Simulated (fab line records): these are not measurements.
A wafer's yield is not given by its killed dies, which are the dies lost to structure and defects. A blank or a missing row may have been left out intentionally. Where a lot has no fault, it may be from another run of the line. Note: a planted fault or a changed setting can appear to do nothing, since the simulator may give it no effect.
Split-lot study :: flow n5Finfet :: 21 wafers read from 7 lots, route of 1938 steps

ABOUT THE SPLIT
At N5_MOL_CONTACT_COAG_EXPOSE_37 (exposes mask VD, defocus 0 nm), the setting doseMj was moved away from the recipe's 62 on 6 of the 21 wafers read, by -4.8% to +6.1%. For the rest of the wafers, this setting stayed at what the recipe calls for.

FROM THE SPLIT TO THE READING: what the file shows between them, 4 steps
- N5_MOL_CONTACT_COAG_PEB_38: peb time 60 s
- N5_MOL_CONTACT_COAG_DEVELOP_39: develop time 30 s
- N5_MOL_CONTACT_COAG_PRECLEAN_138: cleans in alkaline clean, time 60 s
- N5_MOL_CONTACT_COAG_SRD_139: time 30 s

THE READING
Shown in nm: cdNm at N5_MOL_CONTACT_COAG_CD_MEAS_101, with target cd 16 nm. Fault-free wafers of this fab line usually give 16.1 nm, standard deviation 0.3 nm.

wafer: L074.1
tool, chamber at the split: euvScanner-02, 0
doseMj as run: 64.86
against the recipe: +4.6%
cdNm, nm: 17.0
against lot-mates on the recipe: +1.2

wafer: L074.3
tool, chamber at the split: euvScanner-02, 0
doseMj as run: 62
against the recipe: recipe
cdNm, nm: 15.8
against lot-mates on the recipe: -

wafer: L074.5
tool, chamber at the split: euvScanner-02, 0
doseMj as run: 64.86
against the recipe: +4.6%
cdNm, nm: 17.6
against lot-mates on the recipe: +1.8

wafer: L075.1
tool, chamber at the split: euvScanner-01, 0
doseMj as run: 62
against the recipe: recipe
cdNm, nm: 15.7
against lot-mates on the recipe: -

wafer: L075.3
tool, chamber at the split: euvScanner-01, 0
doseMj as run: 65.76
against the recipe: +6.1%
cdNm, nm: 17.3
against lot-mates on the recipe: +1.6

wafer: L075.6
tool, chamber at the split: euvScanner-01, 0
doseMj as run: 62
against the recipe: recipe
cdNm, nm: 15.7
against lot-mates on the recipe: -

wafer: L076.3
tool, chamber at the split: euvScanner-01, 0
doseMj as run: 62
against the recipe: recipe
cdNm, nm: 15.7
against lot-mates on the recipe: -

wafer: L076.5
tool, chamber at the split: euvScanner-01, 0
doseMj as run: 63.71
against the recipe: +2.8%
cdNm, nm: 16.8
against lot-mates on the recipe: +1.1

wafer: L076.6
tool, chamber at the split: euvScanner-01, 0
doseMj as run: 63.71
against the recipe: +2.8%
cdNm, nm: 16.8
against lot-mates on the recipe: +1.1

wafer: L079.1
tool, chamber at the split: euvScanner-02, 0
doseMj as run: 62
against the recipe: recipe
cdNm, nm: 16.4
against lot-mates on the recipe: -

wafer: L079.5
tool, chamber at the split: euvScanner-02, 0
doseMj as run: 62
against the recipe: recipe
cdNm, nm: 16.4
against lot-mates on the recipe: -

wafer: L079.6
tool, chamber at the split: euvScanner-02, 0
doseMj as run: 62
against the recipe: recipe
cdNm, nm: 16.1
against lot-mates on the recipe: -

wafer: L089.2
tool, chamber at the split: euvScanner-02, 0
doseMj as run: 62
against the recipe: recipe
cdNm, nm: 16.5
against lot-mates on the recipe: -

wafer: L089.4
tool, chamber at the split: euvScanner-02, 0
doseMj as run: 62
against the recipe: recipe
cdNm, nm: 16.4
against lot-mates on the recipe: -

wafer: L089.5
tool, chamber at the split: euvScanner-02, 0
doseMj as run: 62
against the recipe: recipe
cdNm, nm: 16.7
against lot-mates on the recipe: -

wafer: L091.1
tool, chamber at the split: euvScanner-01, 0
doseMj as run: 62
against the recipe: recipe
cdNm, nm: 15.8
against lot-mates on the recipe: -

wafer: L091.3
tool, chamber at the split: euvScanner-01, 0
doseMj as run: 59.05
against the recipe: -4.8%
cdNm, nm: 14.9
against lot-mates on the recipe: -0.8

wafer: L091.5
tool, chamber at the split: euvScanner-01, 0
doseMj as run: 62
against the recipe: recipe
cdNm, nm: 15.7
against lot-mates on the recipe: -

wafer: L096.2
tool, chamber at the split: euvScanner-02, 0
doseMj as run: 62
against the recipe: recipe
cdNm, nm: 16.1
against lot-mates on the recipe: -

wafer: L096.3
tool, chamber at the split: euvScanner-02, 0
doseMj as run: 62
against the recipe: recipe
cdNm, nm: 15.9
against lot-mates on the recipe: -

wafer: L096.5
tool, chamber at the split: euvScanner-02, 0
doseMj as run: 62
against the recipe: recipe
cdNm, nm: 16.5
against lot-mates on the recipe: -

THE FIT
A straight line over all 21 wafers: cdNm changes by +0.239 nm for each +1% of doseMj; r = +0.86; the points scatter about the line by 0.33 nm.
The same after taking each lot's own level away (the mean of its wafers on the recipe; 21 wafers): +0.277 nm for each +1%; r = +0.95; scatter 0.22 nm.
According to that fit, moving doseMj by its largest amount changes the reading by 1.7 nm.
Across the lots, their own levels run from 15.70 to 16.53 nm, a range of 2.8 times the standard deviation given above.
Hence the slope depends on the lot-to-lot level, as the two fits are not the same.
Check: for one of the wafers moved furthest among these (+6.1%), held out of the fit, the line's prediction against its lot-mates is +1.82 nm. It came out at +1.6 nm against them.

OTHER SPLITS ON THESE WAFERS
These wafers also went through other splits before the reading. Each is held against what the fit with the lots' levels taken away leaves over:
other split on the same wafers: N5_MOL_CONTACT_COAG_ALD_27 aldCycles
wafers away from the commonest value: 6
r with cdNm (lot level and that fit taken away): +0.02

other split on the same wafers: N5_MOL_CONTACT_COAG_COAT_75 spinRpm
wafers away from the commonest value: 7
r with cdNm (lot level and that fit taken away): -0.33

other split on the same wafers: N5_MOL_CONTACT_COAG_ETCH_47 sourceW
wafers away from the commonest value: 7
r with cdNm (lot level and that fit taken away): +0.36

THE FILE'S OWN FIT
cdNm changes by +0.258 nm for each +1% of doseMj, r = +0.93.
